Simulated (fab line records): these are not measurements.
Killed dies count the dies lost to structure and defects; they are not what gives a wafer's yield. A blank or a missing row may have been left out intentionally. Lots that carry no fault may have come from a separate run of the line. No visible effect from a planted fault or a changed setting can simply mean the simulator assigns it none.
Matching of chambers :: flow nand-harc :: rie-diel-05 running NHARC_A_CONTACT_ETCH_106: 4 sister chambers
The step etches the open film in CF4/O2, target depth 60 nm, overetch 6 nm, time 33 s. 4 wafers are shown with their chamber, then 12 later ones without.

== EACH WAFER AND ITS CHAMBER ==
wafer: L089.1
chamber: 2
drypump-motor-current-A (A): 4.7

wafer: L093.1
chamber: 1
drypump-motor-current-A (A): 6.0

wafer: L093.2
chamber: 0
drypump-motor-current-A (A): 5.8

wafer: L093.3
chamber: 3
drypump-motor-current-A (A): 5.0

== WAFERS WITHOUT THEIR CHAMBER ==
wafer: L092.2
drypump-motor-current-A (A): 5.0

wafer: L092.3
drypump-motor-current-A (A): 6.1

wafer: L092.4
drypump-motor-current-A (A): 4.7

wafer: L094.1
drypump-motor-current-A (A): 4.7

wafer: L094.2
drypump-motor-current-A (A): 5.0

wafer: L094.6
drypump-motor-current-A (A): 5.0

wafer: L097.3
drypump-motor-current-A (A): 4.7

wafer: L097.4
drypump-motor-current-A (A): 6.1

wafer: L097.6
drypump-motor-current-A (A): 5.8

wafer: L096.2
drypump-motor-current-A (A): 6.0

wafer: L096.5
drypump-motor-current-A (A): 5.0

wafer: L096.6
drypump-motor-current-A (A): 4.7

== EACH ONE'S CHAMBER ==
wafer: L092.2
from the rows above: 3
in truth: 3

wafer: L092.3
from the rows above: 1
in truth: 1

wafer: L092.4
from the rows above: 2
in truth: 2

wafer: L094.1
from the rows above: 2
in truth: 2

wafer: L094.2
from the rows above: 3
in truth: 3

wafer: L094.6
from the rows above: 3
in truth: 3

wafer: L097.3
from the rows above: 2
in truth: 2

wafer: L097.4
from the rows above: 1
in truth: 1

wafer: L097.6
from the rows above: 0
in truth: 0

wafer: L096.2
from the rows above: 1
in truth: 1

wafer: L096.5
from the rows above: 3
in truth: 3

wafer: L096.6
from the rows above: 2
in truth: 2
Placed correctly: 12 of 12. From these rows, 0 cannot be placed. Wrongly placed: 0.
How it was worked out, from the rows above alone: a wafer's distance from a chamber is the root of the sum, over the readings, of the square of ((its reading less the chamber's mean) divided by the reading's scatter). The wafer belongs to the nearest chamber; if the next one is less than 2 further off, it can't be placed. Each chamber's mean is taken over the wafers shown for it. The scatter: with one shown wafer a chamber, the root of the mean of the squares of how far each hidden wafer lies from its nearest shown one.
